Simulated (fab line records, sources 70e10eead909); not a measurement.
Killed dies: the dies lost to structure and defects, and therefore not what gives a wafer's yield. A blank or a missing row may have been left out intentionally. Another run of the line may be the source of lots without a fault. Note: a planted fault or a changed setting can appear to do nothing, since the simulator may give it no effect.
Comparing a struck lot with a sound one / flow nand harc / 15 steps out of a route of 1302
Sound: the wafers L586.1, L586.4, L586.6. Struck: wafer L592.5. (L592.4, L592.6 of the same lot were not struck and are left out.) The cause comes at the end.
Each step with rows lists, per side, the tool, then ch with its chambers, then its first start. Under that, the readings that differ: sound wafers / struck wafers / difference of the means / sigmas: that difference in standard deviations of wafers without a fault.
alike: a reading whose means differ by less than 2 such deviations, as well as words and numbers matching on both sides. not compared: withheld readings; readings where some wafer has no value; bounds like >300 that might hide an equal value; numbers whose values overlap and for which the record gives no deviation.
A row with sigmas, a row that says differs or no value, or rows on one side alone: a step with any of these is where the two part. When numbers do not overlap yet have no deviation, they are printed without sigmas and do not part them. A reading missing from all wafers of one side parts the sides only when that side holds two or more wafers.

first, 5 steps without rows for these wafers: NHARC_A_CONTACT_SOFTBAKE_03 (time 55 s); NHARC_A_CONTACT_EBR_04; NHARC_A_CONTACT_EXPOSE_05 (exposes mask A CC); NHARC_A_CONTACT_PEB_06 (peb time 65 s); NHARC_A_CONTACT_DEVELOP_07 (develop time 35 s).
NHARC_A_CONTACT_CD_MEAS_08 targets a cd of 200 nm.
  sound on cd sem-02 ch 0, day 23 12:02; struck on cd sem-02 ch 0, day 26 12:53
  alike: cd nm
NHARC_A_CONTACT_OVL_MEAS_09:
  struck on overlay-01, day 26 12:58; sound on overlay-02, day 23 12:07
  alike: overlay x nm, overlay y nm
NHARC_A_CONTACT_INSPECT_10:
  struck on defect inspect-01, day 26 13:01; sound on defect inspect-02, day 23 12:09
reading=raw defect count; sound=177 156 168; struck=79; difference=-88; sigmas=-2
NHARC_A_CONTACT_DESCUM_13: chemistry O2, time 3 s.
  sound on rie diel-03 ch 1,2,3, day 23 12:13; struck on rie diel-03 ch 1, day 26 13:05
  alike: drypump motor current A, mfc ar sccm, oes product au, rf vpp V, showerhead plenum p Torr, throttle valve pct
  not compared: rf hours counter h
NHARC_A_CONTACT_ETCH_88: etches the open film in CF4, target depth 39 nm, time 65 s.
  sound on rie diel-03 ch 0,2,3, day 23 12:18; struck on rie diel-03 ch 3, day 26 13:11
  alike: drypump motor current A, mfc ar sccm, oes product au, rf vpp V, run length s, showerhead plenum p Torr, throttle valve pct
  not compared: rf hours counter h
NHARC_A_CONTACT_ETCH_89: etches the open film in N2/H2, target depth 260 nm, time 475.3 s.
  sound: rie diel-03 ch 1,2; struck: rie diel-03 ch 0
reading=run length s (s); sound=496.0 496.5 496.2; struck=497.5; difference=+1.3; sigmas=+3
  alike: drypump motor current A, mfc ar sccm, oes product au, rf vpp V, showerhead plenum p Torr, throttle valve pct
  not compared: rf hours counter h
NHARC_A_CONTACT_ETCH_30: etches the open film in CF4/CHF3, target depth 72.6 nm, time 36.3 s.
  sound: rie diel-03 ch 0,2; struck: rie diel-03 ch 1
reading=rf vpp V (V); sound=374.5 372.3 373.3; struck=367.5; difference=-5.9; sigmas=-2
reading=showerhead plenum p Torr (Torr); sound=1.65 1.64 1.65; struck=1.46; difference=-0.19; sigmas=-2
  alike: drypump motor current A, mfc ar sccm, oes product au, run length s, throttle valve pct
  not compared: rf hours counter h
NHARC_A_CONTACT_ETCH_31: etches the open film in O2/COS, target depth 2800 nm, time 728 s.
  sound on rie diel-03 ch 0,1,3, day 23 13:13; struck on rie diel-03 ch 0, day 26 13:51
reading=run length s (s); sound=749.8 748.8 749.7; struck=490.8; difference=-258.6; sigmas=-99 or more
  alike: drypump motor current A, mfc ar sccm, oes product au, rf vpp V, showerhead plenum p Torr, throttle valve pct
  not compared: rf hours counter h
NHARC_A_CONTACT_ETCH_134: etches the open film in C4F8/O2/Ar, time 140 s, target depth 700 nm.
  sound on har cap etch-02 ch 0,1, day 23 13:41; struck on har cap etch-01 ch 0, day 26 14:19
  alike: run length s
  not compared: rf hours counter h
-- break in the record here, with 2 days between the starts of the struck wafers on either side (left off in module A_CONTACT, picked up again in module END, where the first step shown is number 1302 on the route) --
NHARC_END_SORT_01:
  at this point the record logs the struck wafers (prober-01 ch 0, day 28 23:55) and has no rows for the sound ones

WHERE THEY PART
Earliest at NHARC_A_CONTACT_INSPECT_10; latest, in this record, at NHARC_END_SORT_01.

WHY: whatever the simulator had introduced
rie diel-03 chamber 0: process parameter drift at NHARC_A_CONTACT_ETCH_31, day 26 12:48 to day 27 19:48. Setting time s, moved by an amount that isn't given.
